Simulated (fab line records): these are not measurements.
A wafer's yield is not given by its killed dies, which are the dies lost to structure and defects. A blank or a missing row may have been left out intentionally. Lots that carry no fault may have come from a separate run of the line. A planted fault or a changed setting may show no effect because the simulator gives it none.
Comparing a struck lot with a sound one :: flow nand_harc :: 15 steps out of a route of 1302
Sound: the wafers L610.1, L610.3, L610.6. Struck: wafers L619.1, L619.2, L619.5. The cause is named last.
Each step with rows lists, per side, the tool, then ch with its chambers, then its first start. Under that, the readings that differ: sound wafers :: struck wafers :: difference of the means :: sigmas: that difference in standard deviations of wafers without a fault.
alike: readings whose means differ by less than 2 such deviations, and words and numbers that are the same on both sides. not compared: withheld readings, readings that some wafer has no value for, bounds like >300 that may hide the same value, and numbers for which the record gives no deviation and whose values overlap.
The two part at a step that has a row with sigmas, a row that says differs or no value, or rows on one side only. Numbers that don't overlap but have no deviation are shown without sigmas and don't part them. A reading missing from all wafers of one side parts the sides only when that side holds two or more wafers.

first, 6 steps without rows for these wafers: NHARC_A_CONTACT_COAT_02 (resist thk 90 nm); NHARC_A_CONTACT_SOFTBAKE_03 (time 55 s); NHARC_A_CONTACT_EBR_04; NHARC_A_CONTACT_EXPOSE_05 (exposes mask A CC); NHARC_A_CONTACT_PEB_06 (peb time 65 s); NHARC_A_CONTACT_DEVELOP_07 (develop time 35 s).
NHARC_A_CONTACT_CD_MEAS_08: target cd 200 nm.
  sound on cd_sem-03 ch 0, day 22 23:35; struck on cd_sem-02 ch 0, day 26 08:19
  alike: cd_nm
NHARC_A_CONTACT_OVL_MEAS_09:
  struck on overlay-01, day 26 08:24; sound on overlay-02, day 22 23:40
  alike: overlay_x_nm, overlay_y_nm
NHARC_A_CONTACT_INSPECT_10:
  struck on defect_inspect-02, day 26 08:26; sound on defect_inspect-01, day 22 23:42
  alike: raw_defect_count
NHARC_A_CONTACT_DESCUM_13: chemistry O2, time 3 s.
  sound on rie_diel-08 ch 1,2,3, day 22 23:46; struck on rie_diel-08 ch 0,2,3, day 26 08:30
  alike: drypump_motor_current_A, oes_product_au, rf_vpp_V, showerhead_plenum_p_Torr, throttle_valve_pct
  not compared: rf_hours_counter_h
NHARC_A_CONTACT_ETCH_88: etches the open film in CF4, target depth 39 nm, time 65 s.
  sound on rie_diel-08 ch 0,1, day 22 23:54; struck on rie_diel-08 ch 0,1,3, day 26 08:35
  alike: bias_w, cf4_flow_sccm, drypump_motor_current_A, oes_product_au, rf_vpp_V, showerhead_plenum_p_Torr, throttle_valve_pct
  not compared: rf_hours_counter_h
NHARC_A_CONTACT_ETCH_89: etches the open film in N2/H2, target depth 260 nm, time 475.3 s.
  sound: rie_diel-08 ch 1,2,3; struck: rie_diel-08 ch 1,2,3
  alike: bias_w, chamber_pressure_mTorr, drypump_motor_current_A, oes_product_au, rf_vpp_V, showerhead_plenum_p_Torr, throttle_valve_pct
  not compared: rf_hours_counter_h
NHARC_A_CONTACT_ETCH_30: etches the open film in CF4/CHF3, target depth 72.6 nm, time 36.3 s.
  sound on rie_diel-08 ch 0,1, day 23 00:20; struck on rie_diel-08 ch 0,2,3, day 26 09:02
  no value came back on the struck wafers for any of 7 readings (bias_w (W), cf4_flow_sccm (sccm) and others); on the sound wafers bias_w (W) reads 201.3 200.3 200.2
  not compared: rf_hours_counter_h
NHARC_A_CONTACT_ETCH_31: etches the open film in O2/COS, target depth 2800 nm, time 728 s.
  sound: rie_diel-08 ch 0,3; struck: rie_diel-08 ch 0,2
  alike: bias_w, chamber_pressure_mTorr, drypump_motor_current_A, oes_product_au, rf_vpp_V, showerhead_plenum_p_Torr, throttle_valve_pct
  not compared: rf_hours_counter_h
-- record jumps: 2 days between struck wafers' starts before vs after; left off in module A_CONTACT, resumes in module END, first step shown is number 1302 of the route --
NHARC_END_SORT_01:
  sound on prober-01 ch 0, day 25 00:47; struck on prober-01 ch 0, day 28 10:39
reading: hold
sound: - - -
struck: await_dispo/5.4h/scrap await_dispo/5.4h/scrap await_dispo/5.4h/scrap
difference: no value on the sound wafers
sigmas: 

reading: killed_at_array
sound: 44 39 43
struck: 676 674 675
difference: +633
sigmas: +35

reading: killed_dies
sound: 45 41 45
struck: 677 677 677
difference: +633
sigmas: +33
  alike: killed_at_other, killed_at_periphery, killed_open, killed_short

WHERE THEY PART
At NHARC_A_CONTACT_ETCH_30 first; at NHARC_END_SORT_01 last (within this record only).

WHY: the cause the simulator had injected
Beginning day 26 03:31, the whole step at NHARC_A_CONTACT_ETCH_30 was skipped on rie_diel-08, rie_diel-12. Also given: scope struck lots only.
